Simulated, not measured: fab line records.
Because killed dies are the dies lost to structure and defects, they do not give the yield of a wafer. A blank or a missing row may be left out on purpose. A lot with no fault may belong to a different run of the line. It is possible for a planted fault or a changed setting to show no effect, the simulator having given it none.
fab line records | flow nand_harc
record: lots: 5 | wafers: 15 | last_day: 25
route steps=1159 shown A_CONTACT@898
lots untouched by any fault: they come from a run of this same line in which no faults occurred
start_h: the number of hours between the record's first day and the start of the first shown wafer of the lot | wait_h: hours since the lot's step before | " as in the row above | L1.1+2: one row covering several wafers at once | - no value, or no start was given | * or withheld: withheld | < > ~ a bound
route shown NAME@n: names a module that has steps shown in the file, with the first one's number in the route | usual: average and standard deviation across the fault-free wafers | same: alike in all rows | chamber/n: place in a boat | sites: per-site readings | _std_site: the values' standard deviation | _edge_site: the outer-site mean with the inner-site mean subtracted | radius_mm: how far each site lies from the wafer's centre | mask NAME#n: copy n | behind: the most recent tool/chamber to have shaped the wafer | hold: the reason the lot was held/the length of the hold in hours/how it ended | device: transistor that didn't switch, given as n, p or np | end of line: the route-end tests of the same wafers | a step without rows: its recipe alone | killed: at the first sort, the dies lost to defects and structure; wafer yield is something else | map: shows each die of a wafer: x if killed, . if not, _ if none is there
set.NAME: the run value of the setting; set.NAME@STEP: its run value at that earlier step | model.NAME: the simulator's own value behind a step, which no gauge read
lots seen at some steps along the route; tables by step, rows by wafer
services: a tool's chamber out of use, with start hour (start_h, from the record's first day; less than 0 if before it), hours out, and reason
== steps ==
step: NHARC_A_CONTACT_INSPECT_71
usual: raw_defect_count: 27/14
lot.wafer | tool              | chamber | start_h | wait_h | raw_defect_count
L074.1    | defect_inspect-01 | -       | 384.62  | 0.0    | 22
L074.2    | "                 | -       | "       | "      | 25
L074.3    | "                 | -       | "       | "      | 13
L084.2    | defect_inspect-02 | -       | 435.79  | 0.0    | 22
L084.3    | "                 | -       | "       | "      | 26
L084.6    | "                 | -       | "       | "      | 16
L089.2    | defect_inspect-02 | -       | 503.19  | 0.0    | 28
L089.4    | "                 | -       | "       | "      | 16
L089.5    | "                 | -       | "       | "      | 36
L097.3    | defect_inspect-02 | -       | 511.40  | 0.0    | 19
L097.4    | "                 | -       | "       | "      | 6
L097.5    | "                 | -       | "       | "      | 20
L096.1    | defect_inspect-01 | -       | 513.11  | 0.0    | 41
L096.4    | "                 | -       | "       | "      | 44
L096.6    | "                 | -       | "       | "      | 37
step: NHARC_A_CONTACT_DESCUM_74
recipe: time_s: 3 | o2_flow_sccm: 200 | ar_flow_sccm: 0 | bias_power_w: 0 | chemistry: O2
usual: drypump_motor_current_A: 5.7/0.38 | oes_product_au: 1.001/0.0089 | rf_vpp_V: 57.9/0.84 | showerhead_plenum_p_Torr: 1.93/0.075 | throttle_valve_pct: 11.311/0.0093
lot.wafer | tool        | chamber | start_h | wait_h | drypump_motor_current_A | oes_product_au | rf_hours_counter_h | rf_vpp_V | showerhead_plenum_p_Torr | throttle_valve_pct
L074.3    | rie_diel-11 | 3       | 384.68  | 0.1    | 5.9                     | 1.007          | 3                  | 59.1     | 1.95                     | 11.311
L074.2    | "           | 0       | "       | "      | 5.3                     | 1.006          | 2                  | 57.5     | 1.90                     | 11.296
L074.1    | "           | 1       | "       | "      | 5.5                     | 1.007          | 2                  | 56.9     | 1.95                     | 11.300
L084.3    | rie_diel-03 | 0       | 435.85  | 0.1    | 5.4                     | 0.986          | 6                  | 57.6     | 1.80                     | 11.302
L084.2    | "           | 2       | "       | "      | 5.3                     | 0.982          | 6                  | 57.3     | 1.98                     | 11.323
L084.6    | "           | 0       | "       | "      | 5.4                     | 0.990          | -                  | 58.3     | 1.80                     | 11.323
L089.4    | rie_diel-11 | 2       | 503.25  | 0.1    | 6.1                     | 1.003          | 42                 | 57.4     | 2.02                     | 11.308
L089.2    | "           | 1       | "       | "      | 5.5                     | 1.009          | 43                 | 59.2     | 1.93                     | 11.315
L089.5    | "           | 3       | "       | "      | 5.9                     | 1.026          | -                  | 57.4     | 1.94                     | 11.309
L097.4    | rie_diel-11 | 2       | 511.45  | 0.1    | 6.0                     | 1.015          | 45                 | 58.1     | 2.02                     | 11.319
L097.3    | "           | 1       | "       | "      | 5.5                     | 1.007          | 46                 | 58.9     | 1.93                     | 11.316
L097.5    | "           | 3       | "       | "      | 5.8                     | 1.005          | -                  | 57.9     | 1.94                     | 11.301
L096.1    | rie_diel-04 | 0       | 513.17  | 0.1    | 5.9                     | 1.009          | 15                 | 57.0     | 1.93                     | 11.315
L096.4    | "           | 2       | "       | "      | 5.6                     | 1.001          | 15                 | 59.0     | 1.84                     | 11.322
L096.6    | "           | 1       | "       | "      | 5.0                     | 1.006          | -                  | 58.1     | 1.87                     | 11.315
step: NHARC_A_CONTACT_ETCH_75
recipe: target_depth_a: 390 | over_etch_frac: 0.3 | time_s: 65 | ion_energy_ev: 80 | cf4_flow_sccm: 150 | ar_flow_sccm: 0 | rf_w: 300 | bias_w: 100 | chemistry: CF4
usual: drypump_motor_current_A: 5.7/0.38 | oes_product_au: 1.001/0.0082 | rf_vpp_V: 151.5/1 | showerhead_plenum_p_Torr: 1.79/0.061 | throttle_valve_pct: 13.283/0.0097
lot.wafer | tool        | chamber | start_h | wait_h | drypump_motor_current_A | oes_product_au | rf_hours_counter_h | rf_vpp_V | showerhead_plenum_p_Torr | throttle_valve_pct
L074.2    | rie_diel-11 | 1       | 384.77  | 0.1    | 5.5                     | 1.002          | 2                  | 153.1    | 1.80                     | 13.261
L074.3    | "           | 3       | "       | "      | 5.9                     | 1.000          | 3                  | 150.3    | 1.80                     | 13.270
L074.1    | "           | 0       | "       | "      | 5.3                     | 1.002          | 2                  | 149.7    | 1.76                     | 13.285
L084.2    | rie_diel-03 | 1       | 435.94  | 0.1    | 5.6                     | 1.000          | 4                  | 154.2    | 1.88                     | 13.280
L084.3    | "           | 2       | "       | "      | 5.4                     | 0.991          | 6                  | 151.4    | 1.82                     | 13.279
L084.6    | "           | 0       | "       | "      | 5.4                     | 0.997          | -                  | 149.5    | 1.67                     | 13.295
L089.4    | rie_diel-11 | 0       | 503.34  | 0.1    | 5.3                     | 1.005          | 46                 | 150.8    | 1.74                     | 13.294
L089.2    | "           | 1       | "       | "      | 5.5                     | 0.997          | 43                 | 152.1    | 1.79                     | 13.283
L089.5    | "           | 1       | "       | "      | 5.5                     | 1.001          | -                  | 153.0    | 1.79                     | 13.275
L097.3    | rie_diel-11 | 3       | 511.55  | 0.1    | 5.9                     | 1.009          | 47                 | 152.5    | 1.79                     | 13.308
L097.4    | "           | 0       | "       | "      | 5.3                     | 0.998          | 49                 | 150.8    | 1.74                     | 13.293
L097.5    | "           | 3       | "       | "      | 5.9                     | 1.008          | -                  | 151.4    | 1.79                     | 13.271
L096.4    | rie_diel-04 | 3       | 513.26  | 0.1    | 6.2                     | 0.996          | 16                 | 151.8    | 1.76                     | 13.283
L096.1    | "           | 0       | "       | "      | 6.0                     | 1.012          | 16                 | 151.6    | 1.79                     | 13.279
L096.6    | "           | 3       | "       | "      | 6.1                     | 1.012          | -                  | 151.2    | 1.76                     | 13.293
step: NHARC_A_CONTACT_ETCH_76
recipe: target_depth_a: 2600 | over_etch_frac: 0.3 | time_s: 475.3 | ion_energy_ev: 200 | n2_flow_sccm: 150 | h2_flow_sccm: 150 | ar_flow_sccm: 0 | rf_w: 400 | bias_w: 150 | chemistry: N2/H2
usual: drypump_motor_current_A: 5.7/0.38 | oes_product_au: 1.000/0.0088 | rf_vpp_V: 431.1/2.4 | showerhead_plenum_p_Torr: 2.06/0.078 | throttle_valve_pct: 14.171/0.0097
lot.wafer | tool        | chamber | start_h | wait_h | drypump_motor_current_A | oes_product_au | rf_hours_counter_h | rf_vpp_V | showerhead_plenum_p_Torr | throttle_valve_pct
L074.1    | rie_diel-11 | 0       | -       | -      | 5.3                     | 1.008          | 2                  | 431.4    | 2.02                     | 14.172
L074.2    | "           | 1       | "       | "      | 5.5                     | 1.006          | 2                  | 431.1    | 2.08                     | 14.165
L074.3    | "           | 2       | "       | "      | 6.1                     | 1.019          | 3                  | 432.7    | 2.17                     | 14.161
L084.2    | rie_diel-03 | 3       | -       | -      | 6.4                     | 1.007          | 6                  | 432.5    | 2.11                     | 14.172
L084.3    | "           | 0       | "       | "      | 5.4                     | 0.996          | 6                  | 426.9    | 1.91                     | 14.185
L084.6    | "           | 1       | "       | "      | 5.5                     | 0.999          | -                  | 433.8    | 2.18                     | 14.173
L089.2    | rie_diel-11 | 2       | -       | -      | 6.1                     | 0.998          | 42                 | 433.7    | 2.16                     | 14.189
L089.4    | "           | 3       | "       | "      | 5.9                     | 0.993          | 43                 | 431.1    | 2.07                     | 14.164
L089.5    | "           | 1       | "       | "      | 5.5                     | 0.998          | -                  | 430.4    | 2.06                     | 14.157
L097.3    | rie_diel-11 | 2       | -       | -      | 6.1                     | 1.015          | 45                 | 433.8    | 2.16                     | 14.169
L097.4    | "           | 0       | "       | "      | 5.3                     | 1.004          | 49                 | 429.5    | 2.01                     | 14.172
L097.5    | "           | 1       | "       | "      | 5.5                     | 1.012          | -                  | 432.0    | 2.06                     | 14.172
L096.1    | rie_diel-04 | 1       | -       | -      | 5.0                     | 0.993          | 14                 | 427.9    | 1.99                     | 14.178
L096.4    | "           | 2       | "       | "      | 5.6                     | 0.997          | 15                 | 428.3    | 1.96                     | 14.168
L096.6    | "           | 3       | "       | "      | 6.2                     | 0.990          | -                  | 429.3    | 2.03                     | 14.181
step: NHARC_A_CONTACT_ETCH_77
recipe: target_depth_a: 726 | time_s: 36.3 | cf4_flow_sccm: 100 | chf3_flow_sccm: 30 | ar_flow_sccm: 0 | rf_w: 500 | bias_w: 200 | chemistry: CF4/CHF3
usual: drypump_motor_current_A: 5.7/0.38 | oes_product_au: 0.943/0.023 | rf_vpp_V: 371.1/2.1 | showerhead_plenum_p_Torr: 1.59/0.056 | throttle_valve_pct: 16.803/0.0091
lot.wafer | tool        | chamber | start_h | wait_h | drypump_motor_current_A | oes_product_au | rf_hours_counter_h | rf_vpp_V | showerhead_plenum_p_Torr | throttle_valve_pct
L074.2    | rie_diel-11 | 0       | -       | -      | 5.3                     | 0.970          | 2                  | 370.9    | 1.56                     | 16.818
L074.3    | "           | 2       | "       | "      | 6.0                     | 0.989          | 3                  | 374.6    | 1.67                     | 16.790
L074.1    | "           | 3       | "       | "      | 5.9                     | 0.965          | 3                  | 370.6    | 1.60                     | 16.806
L084.2    | rie_diel-03 | 0       | -       | -      | 5.4                     | 0.917          | 6                  | 368.3    | 1.48                     | 16.797
L084.3    | "           | 2       | "       | "      | 5.4                     | 0.922          | 6                  | 372.0    | 1.62                     | 16.797
L084.6    | "           | 0       | "       | "      | 5.4                     | 0.927          | -                  | 366.6    | 1.48                     | 16.795
L089.2    | rie_diel-11 | 0       | -       | -      | 5.3                     | 0.921          | 46                 | 371.0    | 1.55                     | 16.801
L089.4    | "           | 2       | "       | "      | 6.1                     | 0.939          | 43                 | 372.3    | 1.66                     | 16.796
L089.5    | "           | 0       | "       | "      | 5.3                     | 0.932          | -                  | 369.3    | 1.55                     | 16.785
L097.3    | rie_diel-11 | 0       | -       | -      | 5.3                     | 0.933          | 49                 | 369.1    | 1.55                     | 16.794
L097.4    | "           | 3       | "       | "      | 5.9                     | 0.934          | 47                 | 371.1    | 1.59                     | 16.791
L097.5    | "           | 0       | "       | "      | 5.3                     | 0.933          | -                  | 368.8    | 1.55                     | 16.796
L096.1    | rie_diel-04 | 1       | -       | -      | 5.1                     | 0.925          | 14                 | 368.7    | 1.54                     | 16.818
L096.4    | "           | 3       | "       | "      | 6.1                     | 0.916          | 17                 | 369.6    | 1.57                     | 16.796
L096.6    | "           | 1       | "       | "      | 5.0                     | 0.919          | -                  | 370.0    | 1.54                     | 16.804
step: NHARC_A_CONTACT_ETCH_78
recipe: target_depth_a: 28000 | over_etch_frac: 0.3 | time_s: 728 | ion_energy_ev: 150 | o2_flow_sccm: 400 | cos_flow_sccm: 20 | ar_flow_sccm: 0 | rf_w: 500 | bias_w: 300 | chemistry: O2/COS
usual: drypump_motor_current_A: 5.7/0.37 | oes_product_au: 1.001/0.0074 | rf_vpp_V: 314.5/1.8 | showerhead_plenum_p_Torr: 3.14/0.12 | throttle_valve_pct: 28.329/0.0095
lot.wafer | tool        | chamber | start_h | wait_h | drypump_motor_current_A | oes_product_au | rf_hours_counter_h | rf_vpp_V | showerhead_plenum_p_Torr | throttle_valve_pct
L074.1    | rie_diel-11 | 2       | -       | -      | 6.0                     | 1.014          | 3                  | 316.5    | 3.31                     | 28.328
L074.3    | "           | 3       | "       | "      | 5.9                     | 1.018          | 3                  | 314.5    | 3.18                     | 28.327
L074.2    | "           | 0       | "       | "      | 5.3                     | 1.003          | 3                  | 314.3    | 3.10                     | 28.324
L084.2    | rie_diel-03 | 0       | -       | -      | 5.4                     | 0.991          | 6                  | 311.9    | 2.94                     | 28.337
L084.3    | "           | 1       | "       | "      | 5.6                     | 0.991          | 4                  | 317.3    | 3.31                     | 28.330
L084.6    | "           | 0       | "       | "      | 5.4                     | 0.992          | -                  | 310.6    | 2.94                     | 28.346
L089.4    | rie_diel-11 | 0       | -       | -      | 5.3                     | 1.006          | 46                 | 314.1    | 3.08                     | 28.323
L089.2    | "           | 2       | "       | "      | 6.0                     | 1.013          | 43                 | 316.2    | 3.29                     | 28.347
L089.5    | "           | 3       | "       | "      | 5.9                     | 1.004          | -                  | 316.0    | 3.16                     | 28.317
L097.3    | rie_diel-11 | 3       | -       | -      | 5.9                     | 1.008          | 47                 | 315.1    | 3.16                     | 28.326
L097.4    | "           | 2       | "       | "      | 6.1                     | 1.000          | 45                 | 315.4    | 3.29                     | 28.346
L097.5    | "           | 0       | "       | "      | 5.3                     | 1.002          | -                  | 313.3    | 3.08                     | 28.327
L096.1    | rie_diel-04 | 3       | -       | -      | 6.2                     | 0.997          | 17                 | 313.6    | 3.11                     | 28.348
L096.4    | "           | 0       | "       | "      | 6.0                     | 1.011          | 16                 | 314.5    | 3.15                     | 28.318
L096.6    | "           | 0       | "       | "      | 5.9                     | 1.011          | -                  | 314.9    | 3.15                     | 28.289
step: NHARC_A_CONTACT_ETCH_124
recipe: source_w: withheld | pressure_mtorr: 20 | bias_v: withheld | time_s: 140 | target_depth_a: 7000 | ar_flow_sccm: withheld | c4f8_flow_sccm: withheld | o2_flow_sccm: withheld | chemistry: C4F8/O2/Ar
lot.wafer | tool            | chamber | start_h | wait_h | rf_hours_counter_h
L074.1    | har_cap_etch-03 | 1       | 385.81  | -      | 81
L074.2    | "               | 0       | "       | "      | 81
L074.3    | "               | 1       | "       | "      | -
L084.2    | har_cap_etch-02 | 0       | 437.03  | -      | 20
L084.3    | "               | 1       | "       | "      | -
L084.6    | "               | 0       | "       | "      | -
L089.2    | har_cap_etch-01 | 0       | 504.41  | -      | 80
L089.4    | "               | 1       | "       | "      | -
L089.5    | "               | 1       | "       | "      | -
L097.4    | har_cap_etch-01 | 0       | 512.66  | -      | -
L097.3    | "               | 1       | "       | "      | -
L097.5    | "               | 0       | "       | "      | -
L096.1    | har_cap_etch-03 | 1       | 514.38  | -      | 106
L096.4    | "               | 0       | "       | "      | -
L096.6    | "               | 1       | "       | "      | -
step: NHARC_A_CONTACT_ETCH_125
recipe: source_w: withheld | pressure_mtorr: 20 | bias_v: 1200 | time_s: 155 | target_depth_a: 9560 | ar_flow_sccm: withheld | c4f8_flow_sccm: withheld | o2_flow_sccm: withheld | chemistry: C4F8/O2/Ar
lot.wafer | tool            | chamber | start_h | wait_h | rf_hours_counter_h
L074.1    | har_cap_etch-03 | 1       | 386.01  | 0.2    | 82
L074.2    | "               | 0       | "       | "      | 82
L074.3    | "               | 1       | "       | "      | -
L084.2    | har_cap_etch-02 | 0       | 437.22  | 0.2    | 20
L084.3    | "               | 1       | "       | "      | -
L084.6    | "               | 0       | "       | "      | -
L089.2    | har_cap_etch-01 | 0       | 504.60  | 0.2    | 80
L089.4    | "               | 1       | "       | "      | -
L089.5    | "               | 1       | "       | "      | -
L097.4    | har_cap_etch-01 | 0       | 512.84  | 0.1    | -
L097.3    | "               | 1       | "       | "      | -
L097.5    | "               | 0       | "       | "      | -
L096.1    | har_cap_etch-03 | 1       | 514.58  | 0.2    | 106
L096.4    | "               | 0       | "       | "      | -
L096.6    | "               | 1       | "       | "      | -
step: NHARC_A_CONTACT_ETCH_126
recipe: source_w: withheld | pressure_mtorr: 20 | bias_v: 1200 | time_s: 155 | target_depth_a: 9560 | ar_flow_sccm: withheld | c4f8_flow_sccm: withheld | o2_flow_sccm: withheld | chemistry: C4F8/O2/Ar
lot.wafer | tool            | chamber | start_h | wait_h | rf_hours_counter_h
L074.1    | har_cap_etch-03 | 1       | 386.15  | 0.1    | 82
L074.2    | "               | 0       | "       | "      | 82
L074.3    | "               | 1       | "       | "      | -
L084.2    | har_cap_etch-02 | 0       | 437.36  | 0.1    | 21
L084.3    | "               | 1       | "       | "      | -
L084.6    | "               | 0       | "       | "      | -
L089.2    | har_cap_etch-01 | 0       | 504.74  | 0.1    | 80
L089.4    | "               | 1       | "       | "      | -
L089.5    | "               | 1       | "       | "      | -
L097.4    | har_cap_etch-01 | 0       | 512.98  | 0.1    | -
L097.3    | "               | 1       | "       | "      | -
L097.5    | "               | 0       | "       | "      | -
L096.1    | har_cap_etch-03 | 1       | 514.72  | 0.1    | 106
L096.4    | "               | 0       | "       | "      | -
L096.6    | "               | 1       | "       | "      | -
step: NHARC_A_CONTACT_ETCH_127
recipe: source_w: withheld | pressure_mtorr: 20 | bias_v: 1200 | time_s: 155 | target_depth_a: 9560 | ar_flow_sccm: withheld | c4f8_flow_sccm: withheld | o2_flow_sccm: withheld | chemistry: C4F8/O2/Ar
lot.wafer | tool            | chamber | start_h | wait_h | rf_hours_counter_h
L074.1    | har_cap_etch-03 | 1       | 386.29  | 0.1    | 82
L074.2    | "               | 0       | "       | "      | 82
L074.3    | "               | 1       | "       | "      | -
L084.2    | har_cap_etch-02 | 0       | 437.50  | 0.1    | 21
L084.3    | "               | 1       | "       | "      | -
L084.6    | "               | 0       | "       | "      | -
L089.2    | har_cap_etch-01 | 0       | 504.88  | 0.1    | 81
L089.4    | "               | 1       | "       | "      | -
L089.5    | "               | 1       | "       | "      | -
L097.4    | har_cap_etch-01 | 0       | 513.13  | 0.1    | -
L097.3    | "               | 1       | "       | "      | -
L097.5    | "               | 0       | "       | "      | -
L096.1    | har_cap_etch-03 | 1       | 514.86  | 0.1    | 107
L096.4    | "               | 0       | "       | "      | -
L096.6    | "               | 1       | "       | "      | -
step: NHARC_A_CONTACT_ETCH_128
recipe: source_w: withheld | pressure_mtorr: 20 | bias_v: 1200 | time_s: 155 | target_depth_a: 9560 | ar_flow_sccm: withheld | c4f8_flow_sccm: withheld | o2_flow_sccm: withheld | chemistry: C4F8/O2/Ar
lot.wafer | tool            | chamber | start_h | wait_h | rf_hours_counter_h
L074.1    | har_cap_etch-03 | 1       | 386.43  | 0.1    | 82
L074.2    | "               | 0       | "       | "      | 82
L074.3    | "               | 1       | "       | "      | -
L084.2    | har_cap_etch-02 | 0       | 437.65  | 0.1    | 21
L084.3    | "               | 1       | "       | "      | -
L084.6    | "               | 0       | "       | "      | -
L089.2    | har_cap_etch-01 | 0       | 505.02  | 0.1    | 81
L089.4    | "               | 1       | "       | "      | -
L089.5    | "               | 1       | "       | "      | -
L097.4    | har_cap_etch-01 | 0       | 513.27  | 0.1    | -
L097.3    | "               | 1       | "       | "      | -
L097.5    | "               | 0       | "       | "      | -
L096.1    | har_cap_etch-03 | 1       | 515.00  | 0.1    | 107
L096.4    | "               | 0       | "       | "      | -
L096.6    | "               | 1       | "       | "      | -
step: NHARC_A_CONTACT_ETCH_129
recipe: source_w: withheld | pressure_mtorr: 20 | bias_v: 1200 | time_s: 155 | target_depth_a: 9560 | ar_flow_sccm: withheld | c4f8_flow_sccm: withheld | o2_flow_sccm: withheld | chemistry: C4F8/O2/Ar
lot.wafer | tool            | chamber | start_h | wait_h | rf_hours_counter_h
L074.1    | har_cap_etch-03 | 1       | 386.57  | 0.1    | 82
L074.2    | "               | 0       | "       | "      | 82
L074.3    | "               | 1       | "       | "      | -
L084.2    | har_cap_etch-02 | 0       | 437.79  | 0.1    | 21
L084.3    | "               | 1       | "       | "      | -
L084.6    | "               | 0       | "       | "      | -
L089.2    | har_cap_etch-01 | 0       | 505.16  | 0.1    | 81
L089.4    | "               | 1       | "       | "      | -
L089.5    | "               | 1       | "       | "      | -
L097.4    | har_cap_etch-01 | 0       | 513.41  | 0.1    | -
L097.3    | "               | 1       | "       | "      | -
L097.5    | "               | 0       | "       | "      | -
L096.1    | har_cap_etch-03 | 1       | 515.14  | 0.1    | 107
L096.4    | "               | 0       | "       | "      | -
L096.6    | "               | 1       | "       | "      | -
step: NHARC_A_CONTACT_ETCH_130
recipe: source_w: withheld | pressure_mtorr: 20 | bias_v: 1200 | time_s: 155 | target_depth_a: 9560 | ar_flow_sccm: withheld | c4f8_flow_sccm: withheld | o2_flow_sccm: withheld | chemistry: C4F8/O2/Ar
lot.wafer | tool            | chamber | start_h | wait_h | rf_hours_counter_h
L074.1    | har_cap_etch-03 | 1       | 386.71  | 0.1    | 82
L074.2    | "               | 0       | "       | "      | 82
L074.3    | "               | 1       | "       | "      | -
L084.2    | har_cap_etch-02 | 0       | 437.93  | 0.1    | 21
L084.3    | "               | 1       | "       | "      | -
L084.6    | "               | 0       | "       | "      | -
L089.2    | har_cap_etch-01 | 0       | 505.30  | 0.1    | 81
L089.4    | "               | 1       | "       | "      | -
L089.5    | "               | 1       | "       | "      | -
L097.4    | har_cap_etch-01 | 0       | 513.55  | 0.1    | -
L097.3    | "               | 1       | "       | "      | -
L097.5    | "               | 0       | "       | "      | -
L096.1    | har_cap_etch-03 | 1       | 515.28  | 0.1    | 107
L096.4    | "               | 0       | "       | "      | -
L096.6    | "               | 1       | "       | "      | -
step: NHARC_A_CONTACT_ETCH_131
recipe: source_w: withheld | pressure_mtorr: 20 | bias_v: 1200 | time_s: 155 | target_depth_a: 9560 | ar_flow_sccm: withheld | c4f8_flow_sccm: withheld | o2_flow_sccm: withheld | chemistry: C4F8/O2/Ar
lot.wafer | tool            | chamber | start_h | wait_h | rf_hours_counter_h
L074.1    | har_cap_etch-03 | 1       | 386.86  | 0.1    | 82
L074.2    | "               | 0       | "       | "      | 82
L074.3    | "               | 1       | "       | "      | -
L084.2    | har_cap_etch-02 | 0       | 438.07  | 0.1    | 21
L084.3    | "               | 1       | "       | "      | -
L084.6    | "               | 0       | "       | "      | -
L089.2    | har_cap_etch-01 | 0       | 505.44  | 0.1    | 81
L089.4    | "               | 1       | "       | "      | -
L089.5    | "               | 1       | "       | "      | -
L097.4    | har_cap_etch-01 | 0       | 513.69  | 0.1    | -
L097.3    | "               | 1       | "       | "      | -
L097.5    | "               | 0       | "       | "      | -
L096.1    | har_cap_etch-03 | 1       | 515.42  | 0.1    | 107
L096.4    | "               | 0       | "       | "      | -
L096.6    | "               | 1       | "       | "      | -
step: NHARC_A_CONTACT_ETCH_132
recipe: source_w: withheld | pressure_mtorr: 20 | bias_v: 1200 | time_s: 156 | target_depth_a: 9580 | ar_flow_sccm: withheld | c4f8_flow_sccm: withheld | o2_flow_sccm: withheld | chemistry: C4F8/O2/Ar
lot.wafer | tool            | chamber | start_h | wait_h | rf_hours_counter_h
L074.1    | har_cap_etch-03 | 1       | 387.00  | 0.1    | 82
L074.2    | "               | 0       | "       | "      | 82
L074.3    | "               | 1       | "       | "      | -
L084.2    | har_cap_etch-02 | 0       | 438.21  | 0.1    | 21
L084.3    | "               | 1       | "       | "      | -
L084.6    | "               | 0       | "       | "      | -
L089.2    | har_cap_etch-01 | 0       | 505.59  | 0.1    | 81
L089.4    | "               | 1       | "       | "      | -
L089.5    | "               | 1       | "       | "      | -
L097.4    | har_cap_etch-01 | 0       | 513.83  | 0.1    | -
L097.3    | "               | 1       | "       | "      | -
L097.5    | "               | 0       | "       | "      | -
L096.1    | har_cap_etch-03 | 1       | 515.57  | 0.1    | 107
L096.4    | "               | 0       | "       | "      | -
L096.6    | "               | 1       | "       | "      | -
step: NHARC_A_CONTACT_ETCH_133
recipe: source_w: withheld | pressure_mtorr: 20 | bias_v: 400 | time_s: 195 | target_depth_a: 8400 | ar_flow_sccm: withheld | c4f8_flow_sccm: 11.5 | o2_flow_sccm: 7.2 | chemistry: C4F8/O2/Ar
lot.wafer | tool            | chamber | start_h | wait_h | rf_hours_counter_h
L074.1    | har_cap_etch-03 | 1       | 387.14  | 0.1    | 83
L074.2    | "               | 0       | "       | "      | 83
L074.3    | "               | 1       | "       | "      | -
L084.2    | har_cap_etch-02 | 0       | 438.38  | 0.1    | 21
L084.3    | "               | 1       | "       | "      | -
L084.6    | "               | 0       | "       | "      | -
L089.2    | har_cap_etch-01 | 0       | 505.75  | 0.1    | 81
L089.4    | "               | 1       | "       | "      | -
L089.5    | "               | 1       | "       | "      | -
L097.4    | har_cap_etch-01 | 0       | 514.02  | 0.2    | -
L097.3    | "               | 1       | "       | "      | -
L097.5    | "               | 0       | "       | "      | -
L096.1    | har_cap_etch-03 | 1       | 515.71  | 0.1    | 107
L096.4    | "               | 0       | "       | "      | -
L096.6    | "               | 1       | "       | "      | -
step: NHARC_A_CONTACT_ETCH_91
recipe: target_depth_a: 400 | over_etch_frac: 0.5 | time_s: 85.7 | ion_energy_ev: 120 | ch3f_flow_sccm: 50 | o2_flow_sccm: 30 | ar_flow_sccm: 200 | rf_w: 500 | bias_w: 100 | chemistry: CH3F/O2
usual: ch3f_flow_sccm: 50.00/0.15 | drypump_motor_current_A: 5.7/0.38 | oes_product_au: 0.94/0.03 | rf_vpp_V: 244.9/1.5 | showerhead_plenum_p_Torr: 2.49/0.092 | throttle_valve_pct: 20.663/0.0091
lot.wafer | tool        | chamber | start_h | wait_h | ch3f_flow_sccm | drypump_motor_current_A | oes_product_au | rf_hours_counter_h | rf_vpp_V | showerhead_plenum_p_Torr | throttle_valve_pct
L074.3    | rie_diel-11 | 0       | 387.71  | 0.4    | 50.14          | 5.3                     | 0.92           | 3                  | 244.4    | 2.44                     | 20.664
L074.1    | "           | 1       | "       | "      | 50.31          | 5.5                     | 0.93           | 3                  | 245.2    | 2.50                     | 20.662
L074.2    | "           | 2       | "       | "      | 50.05          | 6.1                     | 0.92           | 4                  | 245.9    | 2.61                     | 20.671
L084.2    | rie_diel-03 | 1       | 438.92  | 0.5    | 49.89          | 5.6                     | 0.92           | 5                  | 245.8    | 2.61                     | 20.689
L084.3    | "           | 0       | "       | "      | 50.02          | 5.4                     | 0.92           | 7                  | 242.3    | 2.31                     | 20.664
L084.6    | "           | 2       | "       | "      | 49.97          | 5.4                     | 0.92           | -                  | 245.5    | 2.54                     | 20.669
L089.2    | rie_diel-11 | 1       | 506.30  | 0.5    | 50.14          | 5.5                     | 0.92           | 44                 | 245.8    | 2.48                     | 20.646
L089.4    | "           | 2       | "       | "      | 49.94          | 6.1                     | 0.93           | 43                 | 247.2    | 2.60                     | 20.669
L089.5    | "           | 3       | "       | "      | 49.65          | 5.9                     | 0.93           | -                  | 245.6    | 2.49                     | 20.660
L097.4    | rie_diel-11 | 0       | 514.49  | 0.4    | 49.80          | 5.3                     | 0.92           | 51                 | 243.6    | 2.42                     | 20.660
L097.3    | "           | 2       | "       | "      | 50.20          | 6.1                     | 0.92           | 46                 | 245.9    | 2.59                     | 20.654
L097.5    | "           | 0       | "       | "      | 49.98          | 5.3                     | 0.93           | -                  | 244.0    | 2.42                     | 20.672
L096.1    | rie_diel-03 | 2       | 516.27  | 0.5    | 50.06          | 5.4                     | 0.91           | 20                 | 246.2    | 2.53                     | 20.663
L096.4    | "           | 0       | "       | "      | 49.95          | 5.4                     | 0.92           | 22                 | 244.0    | 2.31                     | 20.669
L096.6    | "           | 2       | "       | "      | 49.74          | 5.4                     | 0.91           | -                  | 245.7    | 2.53                     | 20.656
== services ==
tool            | chamber | start_h | hours | kind
rie_diel-11     | -       | 366.62  | 9.0   | pm
rie_diel-11     | 0       | 366.62  | 9.0   | vent_cycle
rie_diel-11     | 1       | 366.62  | 9.0   | vent_cycle
rie_diel-11     | 2       | 366.62  | 9.0   | vent_cycle
rie_diel-11     | 3       | 366.62  | 9.0   | vent_cycle
rie_diel-11     | 0       | 375.62  | -     | clean
rie_diel-11     | 1       | 375.62  | -     | clean
rie_diel-11     | 2       | 375.62  | -     | clean
rie_diel-11     | 3       | 375.62  | -     | clean
rie_diel-03     | -       | 392.33  | 9.0   | pm
rie_diel-11     | 2       | 399.95  | 2.8   | repair
rie_diel-11     | 0       | 400.12  | -     | clean
rie_diel-11     | 1       | 400.12  | -     | clean
rie_diel-11     | 3       | 400.12  | -     | clean
rie_diel-03     | 1       | 413.39  | 7.9   | repair
rie_diel-11     | 0       | 424.66  | -     | clean
rie_diel-11     | 1       | 424.66  | -     | clean
rie_diel-11     | 2       | 424.66  | -     | clean
rie_diel-11     | 3       | 424.66  | -     | clean
har_cap_etch-01 | -       | 427.59  | 2.5   | repair
rie_diel-11     | 1       | 442.47  | 8.3   | repair
rie_diel-11     | 0       | 449.32  | -     | clean
rie_diel-04     | -       | 466.06  | 9.0   | pm
rie_diel-04     | -       | 491.98  | 0.2   | repair
== key ==
fault none
